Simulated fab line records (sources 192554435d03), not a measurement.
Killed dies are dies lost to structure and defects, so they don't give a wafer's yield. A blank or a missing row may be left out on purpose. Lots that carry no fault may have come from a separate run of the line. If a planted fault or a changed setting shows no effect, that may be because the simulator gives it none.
Chamber matching :: flow n5-finfet :: N5_GATE_CUT_DESCUM_18 on rie-diel-06 has 4 sister chambers
The step chemistry O2, time 7 s. 4 wafers are shown with their chamber, then 7 later ones without.

EACH WAFER AND ITS CHAMBER
wafer: L079.6
chamber: 0
drypump-motor-current-A (A): 6.1

wafer: L082.5
chamber: 1
drypump-motor-current-A (A): 5.4

wafer: L088.1
chamber: 3
drypump-motor-current-A (A): 5.7

wafer: L088.2
chamber: 2
drypump-motor-current-A (A): 6.3

WAFERS WITH NO CHAMBER GIVEN
wafer: L088.4
drypump-motor-current-A (A): 6.1

wafer: L089.3
drypump-motor-current-A (A): 5.3

wafer: L089.5
drypump-motor-current-A (A): 5.3

wafer: L089.6
drypump-motor-current-A (A): 6.1

wafer: L097.3
drypump-motor-current-A (A): 5.3

wafer: L097.5
drypump-motor-current-A (A): 6.1

wafer: L097.6
drypump-motor-current-A (A): 5.4

WHICH CHAMBER EACH ONE RAN IN
wafer: L088.4
from the rows above: 0
in truth: 0

wafer: L089.3
from the rows above: 1
in truth: 1

wafer: L089.5
from the rows above: 1
in truth: 1

wafer: L089.6
from the rows above: 0
in truth: 0

wafer: L097.3
from the rows above: 1
in truth: 1

wafer: L097.5
from the rows above: 0
in truth: 0

wafer: L097.6
from the rows above: 1
in truth: 1
Placed correctly: 7 of 7. From these rows, 0 cannot be placed. Number placed wrongly: 0.
How it was worked out, from the rows above alone: a wafer's distance from a chamber is the root of the sum, over the readings, of the square of ((its reading less the chamber's mean) divided by the reading's scatter). The wafer belongs to the nearest chamber; if the next one is less than 2 further off, it can't be placed. For every chamber, the mean is computed from those of its wafers that are shown. The scatter: root of mean squared gap, hidden wafer to nearest shown wafer, with one shown wafer a chamber.
